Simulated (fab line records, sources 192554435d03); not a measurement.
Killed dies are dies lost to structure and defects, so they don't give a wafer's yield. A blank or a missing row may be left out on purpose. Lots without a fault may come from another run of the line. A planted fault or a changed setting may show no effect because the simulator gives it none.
A struck lot beside a sound one | flow n5_finfet | 14 steps out of a route of 1938
Sound: wafers L203.2, L203.3, L203.5. Struck: wafers L198.2, L198.3, L198.5. The cause comes at the end.
At each step with rows: each side's tool, then ch and its chambers, then its first start. Under that, the readings that differ: sound wafers | struck wafers | difference of the means | sigmas: that difference in standard deviations of wafers without a fault.
alike: readings whose means differ by less than 2 such deviations, and words and numbers that are the same on both sides. not compared: withheld readings, readings that some wafer has no value for, bounds like >300 that may hide the same value, and numbers for which the record gives no deviation and whose values overlap.
The two part at a step that has a row with sigmas, a row that says differs or no value, or rows on one side only. Numbers that don't overlap but have no deviation are shown without sigmas and don't part them. A reading that every wafer of one side lacks parts them only if that side has two wafers or more.

N5_BEOL_M3_ILD_DEP_00: deposits SiOC from DEMS/O2, target thk 79 nm, time 15.3 s.
  sound on pecvd-04 ch 0,1, day 10 03:32; struck on pecvd-04 ch 1,2, day 8 16:49
  reading            | sound       | struck      | difference | sigmas
  heater_power_w (W) | 425 425 419 | 677 415 663 | +162       | +2
  alike: showerhead_plenum_p_Torr, showerhead_vpp_V, throttle_valve_pct
N5_BEOL_M3_THK_MEAS_01:
  sound on film_metro-01, day 10 03:37; struck on film_metro-01, day 8 16:53
  alike: M3_ILD_THK
N5_BEOL_M3_PECVD_72: deposits SiO2 from TEOS/O2, target thk 16 nm, time 18 s.
  sound on pecvd-03 ch 0,2, day 10 03:40; struck on pecvd-04 ch 0,2, day 8 16:55
  alike: heater_power_w, showerhead_plenum_p_Torr, showerhead_vpp_V, throttle_valve_pct
N5_BEOL_M3_HM_DEP_02: deposits TiN, target thk 20 nm.
  sound on pvd_sputter-01, day 10 05:42; struck on pvd_sputter-01, day 8 17:45
  alike: throttle_valve_pct
then, 8 steps without rows for these wafers: N5_BEOL_M3_COAT_61 (time 60 s, resist thk 60 nm); N5_BEOL_M3_COAT_62 (time 60 s, resist thk 12 nm); N5_BEOL_M3_COAT_73 (time 60 s, resist thk 5 nm); N5_BEOL_M3_COAT_05 (resist thk 30 nm); N5_BEOL_M3_EBR_07; N5_BEOL_M3_SOFTBAKE_06 (time 60 s); N5_BEOL_M3_EXPOSE_08 (exposes mask M3); N5_BEOL_M3_PEB_09 (peb time 60 s).
N5_BEOL_M3_DEVELOP_10: develop time 30 s.
  sound on litho_track-01 ch 0, day 10 06:09; struck on litho_track-02, day 8 18:13
  no value came back on the struck wafers for chill_plate_temp_C (C), develop_time_s (s); on the sound wafers chill_plate_temp_C (C) reads 22.94 23.12 23.14
  reading                                      | sound          | struck     | difference | sigmas
  model.CAR-EUV_of_BEOL_M3_COAT_05.thk_nm (nm) | 29.4 29.4 29.4 | 30.2 30 30 | +0.7       |
N5_BEOL_M3_CD_MEAS_11: target cd 17.05 nm.
  sound on cd_sem-03 ch 0, day 10 06:13; struck on cd_sem-02 ch 0, day 8 18:16
  reading    | sound             | struck | difference                    | sigmas
  cd_nm (nm) | 16.88 17.17 16.92 | - - -  | no value on the struck wafers |

WHERE THEY PART
First at N5_BEOL_M3_ILD_DEP_00; last, within this record, at N5_BEOL_M3_CD_MEAS_11.

WHY: what the simulator had put in
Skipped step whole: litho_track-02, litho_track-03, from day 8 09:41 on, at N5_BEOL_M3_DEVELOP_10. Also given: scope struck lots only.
